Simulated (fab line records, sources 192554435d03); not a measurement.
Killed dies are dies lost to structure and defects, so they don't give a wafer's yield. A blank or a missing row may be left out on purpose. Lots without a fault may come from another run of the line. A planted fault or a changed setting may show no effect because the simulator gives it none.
Split-lot experiment | flow n5_finfet | 7 lots, 21 wafers read, on a route of 1938 steps

THE SPLIT
At N5_BEOL_M7_TRENCH_ETCH_37 (etches SiCOH lowk in C4F6/O2, target depth 93.478 nm, time 31.2 s), the setting time_s was moved away from the recipe's 31.2 s on 7 of the 21 wafers read, by -22.5% to +9.4%. The other wafers ran this setting at the recipe's value.

FROM THE SPLIT TO THE READING: what the file shows between them, 11 steps
- N5_BEOL_M7_ETCH_41: etches SiCN in CH3F/O2, target depth 31.9 nm, time 57.8 s
- N5_BEOL_M7_STRIP_80: strips in N2/H2, time 10 s
- N5_BEOL_M7_OCD_MEAS_38
- N5_BEOL_M7_HM_STRIP_39: strips TiN in peroxide tin strip, target depth 25 nm, time 158 s
- N5_BEOL_M7_SRD_40: time 30 s
- N5_BEOL_M7_ECD_50: material Cu, target thk 300 nm
- N5_BEOL_M7_ANNEAL_51: time 90 s
- N5_BEOL_M7_CMP_52: polishes, stops on SiCOH lowk, t overpolish 6.9 s, target thk 80 nm
- N5_BEOL_M7_THK_MEAS_53: measures by xrf
- N5_BEOL_M7_PRE_CLEAN_55: time 15 s
- N5_BEOL_M7_DEP_56: deposits SiCN from 3MS/NH3, target thk 10 nm, time 17.5 s

THE READING
M7_RS, in ohm/sq, at N5_BEOL_M7_RS_MEAS_57 (measures by four-point-probe). Fault-free wafers of this fab line usually give 0.287 ohm/sq, standard deviation 0.012 ohm/sq.

wafer  | tool, chamber at the split | time_s as run, s | against the recipe | M7_RS, ohm/sq | against lot-mates on the recipe
L076.1 | rie_diel-04, 1             | 28.94            | -7.2%              | 0.324         | no lot-mate on the recipe
L076.2 | rie_diel-04, 0             | 28.94            | -7.2%              | 0.337         | no lot-mate on the recipe
L076.6 | rie_diel-04, 1             | 28.94            | -7.2%              | 0.322         | no lot-mate on the recipe
L080.1 | rie_diel-02, 3             | 31.2             | recipe             | 0.294         | -
L080.2 | rie_diel-02, 0             | 31.2             | recipe             | 0.312         | -
L080.5 | rie_diel-02, 1             | 31.2             | recipe             | 0.304         | -
L074.4 | rie_diel-06, 1             | 31.2             | recipe             | 0.293         | -
L074.5 | rie_diel-06, 1             | 34.14            | +9.4%              | 0.256         | -0.032
L074.6 | rie_diel-06, 0             | 31.2             | recipe             | 0.283         | -
L084.2 | rie_diel-04, 0             | 31.2             | recipe             | 0.273         | -
L084.3 | rie_diel-04, 3             | 31.2             | recipe             | 0.267         | -
L084.6 | rie_diel-04, 2             | 31.2             | recipe             | 0.282         | -
L088.1 | rie_diel-04, 0             | 31.2             | recipe             | 0.287         | -
L088.2 | rie_diel-04, 1             | 31.2             | recipe             | 0.282         | -
L088.5 | rie_diel-04, 0             | 33.68            | +7.9%              | 0.253         | -0.031
L093.1 | rie_diel-02, 2             | 33.74            | +8.1%              | 0.268         | -0.031
L093.3 | rie_diel-02, 1             | 31.2             | recipe             | 0.298         | -
L093.6 | rie_diel-02, 3             | 31.2             | recipe             | 0.301         | -
L097.1 | rie_diel-06, 0             | 31.2             | recipe             | 0.274         | -
L097.2 | rie_diel-06, 1             | 24.19            | -22.5%             | 0.405         | +0.126
L097.6 | rie_diel-06, 1             | 31.2             | recipe             | 0.284         | -

THE FIT
A straight line over all 21 wafers: M7_RS changes by -0.00475 ohm/sq for each +1% of time_s; r = -0.94; the points scatter about the line by 0.012 ohm/sq.
The same after taking each lot's own level away (the mean of its wafers on the recipe; 18 wafers): -0.00504 ohm/sq for each +1%; r = -0.98; scatter 0.0073 ohm/sq.
On that fit, the largest move of time_s shifts the reading by 0.11 ohm/sq.
The lots' own levels span 0.2740 to 0.3033 ohm/sq, that is 2.4 times the standard deviation above.
So the lot-to-lot level changes the slope little: the two slopes agree.
Check: with one of the wafers moved furthest among these (-22.5%) left out of the fit, the line predicts +0.0831 ohm/sq for it against its lot-mates. It came out at +0.126 ohm/sq against them.

THE WHOLE CHAIN: every reading that the file lists as answering this split, in the file's order
step                      | what it does                                                        | reading                                                                      | change (the file's fit)               | r (the file's)
N5_BEOL_M7_TRENCH_ETCH_37 | etches SiCOH lowk in C4F6/O2, target depth 93.478 nm, time 31.2 s   | etch.depth_nm (the simulator's own value, which no gauge read)               | +0.978 nm for each +1% of the setting | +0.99
N5_BEOL_M7_TRENCH_ETCH_37 | etches SiCOH lowk in C4F6/O2, target depth 93.478 nm, time 31.2 s   | BEOL_M7.feature_depth_nm (the simulator's own value, which no gauge read)    | +0.979 nm for each +1% of the setting | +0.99
N5_BEOL_M7_OCD_MEAS_38    |                                                                     | trench_depth_nm                                                              | +0.959 nm for each +1% of the setting | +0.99
N5_BEOL_M7_CMP_52         | polishes, stops on SiCOH lowk, t overpolish 6.9 s, target thk 80 nm | Cu_of_BEOL_M7_ECD_50.thk_nm (the simulator's own value, which no gauge read) | +0.968 nm for each +1% of the setting | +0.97
N5_BEOL_M7_THK_MEAS_53    | measures by xrf                                                     | M7_THK                                                                       | +0.96 for each +1% of the setting     | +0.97
N5_BEOL_M7_RS_MEAS_57     | measures by four-point-probe                                        | M7_RS                                                                        | -0.00502 for each +1% of the setting  | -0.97

THE FILE'S OWN FIT
M7_RS changes by -0.00502 ohm/sq for each +1% of time_s, r = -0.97.
